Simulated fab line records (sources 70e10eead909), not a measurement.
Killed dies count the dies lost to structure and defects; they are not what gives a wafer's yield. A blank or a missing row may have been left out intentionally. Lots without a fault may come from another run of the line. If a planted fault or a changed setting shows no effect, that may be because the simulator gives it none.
Comparing a struck lot with a sound one    flow nand_harc    18 out of 1159 route steps
Sound: wafers L750.1, L750.2, L750.6. The struck wafers were L758.1, L758.2, L758.3. At the end, the cause is stated.
Order at every step that has rows: each side's tool, ch and its chambers, its first start. Under that, the readings that differ: sound wafers    struck wafers    difference of the means    sigmas: that difference in standard deviations of wafers without a fault.
alike: same words and numbers on both sides, and readings whose means sit less than 2 such deviations apart. not compared: any withheld reading, any reading some wafer has no value for, any bound like >300 that may hide the same value, and any number with overlapping values for which the record gives no deviation.
Wherever a step has rows on one side only, a row that says differs or no value, or a row with sigmas, the two part there. Numbers that have no deviation but don't overlap get no sigmas and don't part them. A reading that every wafer of one side lacks parts them only if that side has two wafers or more.

NHARC_A_CONTACT_ETCH_106: etches the open film in CF4/O2, target depth 60 nm, overetch 6 nm, time 33 s.
  sound on rie_diel-11 ch 0,1,3, day 17 12:38; struck on rie_diel-08 ch 1,2,3, day 20 13:11
  alike: drypump_motor_current_A, oes_product_au, rf_vpp_V, showerhead_plenum_p_Torr, throttle_valve_pct
  not compared: rf_hours_counter_h
NHARC_A_CONTACT_STRIP_82: strips in O2.
  sound: rie_diel-11 ch 1,2,3; struck: rie_diel-08 ch 0,1,3
  alike: drypump_motor_current_A, oes_product_au, rf_vpp_V, showerhead_plenum_p_Torr, throttle_valve_pct
  not compared: rf_hours_counter_h
then, 1 step without rows for these wafers: NHARC_A_CONTACT_STRIP_83 (strips in post etch residue remover, time 600 s).
NHARC_A_CONTACT_DEP_84: deposits aC, target thk 2000 nm.
  sound on acl_dep-01 ch 0, day 17 13:20; struck on acl_dep-02 ch 0, day 20 13:51
  alike: throttle_valve_pct
NHARC_A_CONTACT_DEP_85: deposits SiON, target thk 50 nm.
  sound on pecvd-03 ch 1,2, day 17 14:38; struck on pecvd-03 ch 0,1,2, day 20 15:07
  alike: heater_power_outer_w, heater_power_w
then, 7 steps without rows for these wafers: NHARC_A_CONTACT_DEHYDRATE_00 (time 120 s); NHARC_A_CONTACT_HMDS_01 (time 30 s); NHARC_A_CONTACT_COAT_86 (time 75 s); NHARC_A_CONTACT_COAT_87 (time 65 s); NHARC_A_CONTACT_COAT_02 (resist thk 90 nm); NHARC_A_CONTACT_SOFTBAKE_03 (time 55 s); NHARC_A_CONTACT_EBR_04.
NHARC_A_CONTACT_EXPOSE_05: exposes mask A CC.
  sound on arfi_scanner-02 ch 0, day 17 15:11; struck on arfi_scanner-03 ch 0, day 20 15:42
reading               sound              struck                difference  sigmas
exposure_dose_mJ_cm2  84.20 84.23 84.28  110.29 110.17 110.21  +25.99      +99 or more
  alike: mask
then, 2 steps without rows for these wafers: NHARC_A_CONTACT_PEB_06 (peb time 65 s); NHARC_A_CONTACT_DEVELOP_07 (develop time 35 s).
NHARC_A_CONTACT_CD_MEAS_08: the cd target is 100 nm.
  sound on cd_sem-02 ch 0, day 17 15:20; struck on cd_sem-03 ch 0, day 20 15:50
reading     sound            struck             difference  sigmas
cd_nm (nm)  99.6 100.1 99.6  120.5 120.6 120.1  +20.6       +31
NHARC_A_CONTACT_OVL_MEAS_09:
  sound on overlay-01, day 17 15:25; struck on overlay-01, day 20 15:56
reading            sound           struck       difference  sigmas
overlay_x_nm (nm)  -0.8 -1.4 -0.6  1.2 1.4 1.4  +2.3        +3
  alike: overlay_y_nm
after that, 1 step had no rows for these wafers: NHARC_END_SORT_01.

== WHERE THEY PART ==
Earliest at NHARC_A_CONTACT_EXPOSE_05; latest, in this record, at NHARC_A_CONTACT_OVL_MEAS_09.

WHY: the cause the simulator had injected
Process parameters drifting: arfi_scanner-03 at NHARC_A_CONTACT_EXPOSE_05, beginning at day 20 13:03. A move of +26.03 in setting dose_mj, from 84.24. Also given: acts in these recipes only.
